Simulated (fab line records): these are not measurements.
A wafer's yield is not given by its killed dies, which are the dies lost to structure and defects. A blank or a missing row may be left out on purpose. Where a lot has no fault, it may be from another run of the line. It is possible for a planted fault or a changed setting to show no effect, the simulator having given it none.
Comparing a struck lot with a sound one ; flow n5_finfet ; 15 out of 1938 route steps
Sound: the wafers L551.2, L551.4, L551.6. Struck: wafer L567.4. (L567.5, L567.6 of the same lot were not struck and are left out.) The cause comes at the end.
Each step with rows lists, per side, the tool, then ch with its chambers, then its first start. Under that, the readings that differ: sound wafers ; struck wafers ; difference of the means ; sigmas: that difference in standard deviations of wafers without a fault.
alike: same words and numbers on both sides, and readings whose means sit less than 2 such deviations apart. not compared: any withheld reading, any reading some wafer has no value for, any bound like >300 that may hide the same value, and any number with overlapping values for which the record gives no deviation.
A row with sigmas, a row that says differs or no value, or rows on one side alone: a step with any of these is where the two part. When numbers do not overlap yet have no deviation, they are printed without sigmas and do not part them. A reading missing from all wafers of one side parts the sides only when that side holds two or more wafers.

N5_BEOL_M5_SPUTTER_81: material Cu, target thk 15 nm, time 27.62 s.
  sound on pvd_sputter-03, day 8 20:23; struck on pvd_sputter-03, day 13 05:02
  alike: throttle_valve_pct
then, 1 step without rows for these wafers: N5_BEOL_M5_ANNEAL_82 (time 1800 s).
N5_BEOL_M5_SPUTTER_83: material Cu, target thk 15 nm, time 27.62 s.
  sound on pvd_sputter-03, day 8 21:28; struck on pvd_sputter-03, day 13 06:07
  alike: throttle_valve_pct
then, 3 steps without rows for these wafers: N5_BEOL_M5_ANNEAL_84 (time 1800 s); N5_BEOL_M5_SPUTTER_88 (material Cu, target thk 15 nm, time 27.62 s); N5_BEOL_M5_ANNEAL_89 (time 1800 s).
N5_BEOL_M5_SPUTTER_90: material Cu, target thk 4.5 nm, time 8.29 s.
  sound on pvd_sputter-03, day 8 23:39; struck on pvd_sputter-03, day 13 08:17
  alike: throttle_valve_pct
then, 1 step without rows for these wafers: N5_BEOL_M5_ECD_50 (material Cu, target thk 300 nm).
N5_BEOL_M5_ANNEAL_51: time 90 s.
  sound on rtp_anneal-02 ch 0, day 8 23:53; struck on rtp_anneal-01 ch 0, day 13 09:12
  alike: wafer_temp_C_max
then, 1 step without rows for these wafers: N5_BEOL_M5_CMP_52 (polishes, stops on SiCOH lowk, t overpolish 6.9 s, target thk 62 nm).
N5_BEOL_M5_THK_MEAS_53: measures by xrf.
  sound on film_metro-01, day 9 00:27; struck on film_metro-01, day 13 09:40
  alike: M5_THK
N5_BEOL_M5_PRE_CLEAN_77: time 15 s.
  sound on cvd_co-01 ch 0,1,2, day 9 00:29; struck on cvd_co-02 ch 2, day 13 09:43
  alike: heater_power_w
N5_BEOL_M5_CO_CAP_78: material Co, precursor CCTBA/H2, target thk 2 nm, time 102.1 s.
  sound on cvd_co-01 ch 0,1,2, day 9 00:32; struck on cvd_co-02 ch 2, day 13 09:46
reading;sound;struck;difference;sigmas
run_length_s (s);125.1 124.4 125.6;66.2;-58.8;-91
model.Co_of_BEOL_M5_CO_CAP_78.thk_nm (nm);2 2 1.8;0.8;-1.1;
  alike: heater_power_w
then, 1 step without rows for these wafers: N5_BEOL_M5_PRE_CLEAN_55 (time 15 s).
N5_PASSIVATION_PROBE_49:
  the record holds rows for the sound wafers here (prober-01, day 12 23:57) but none for the struck ones

## WHERE THEY PART
First at N5_BEOL_M5_CO_CAP_78; last, within this record, at N5_PASSIVATION_PROBE_49.

WHY: what the simulator had put in
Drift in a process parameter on cvd_co-02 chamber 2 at N5_BEOL_M5_CO_CAP_78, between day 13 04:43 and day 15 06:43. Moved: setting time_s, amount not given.
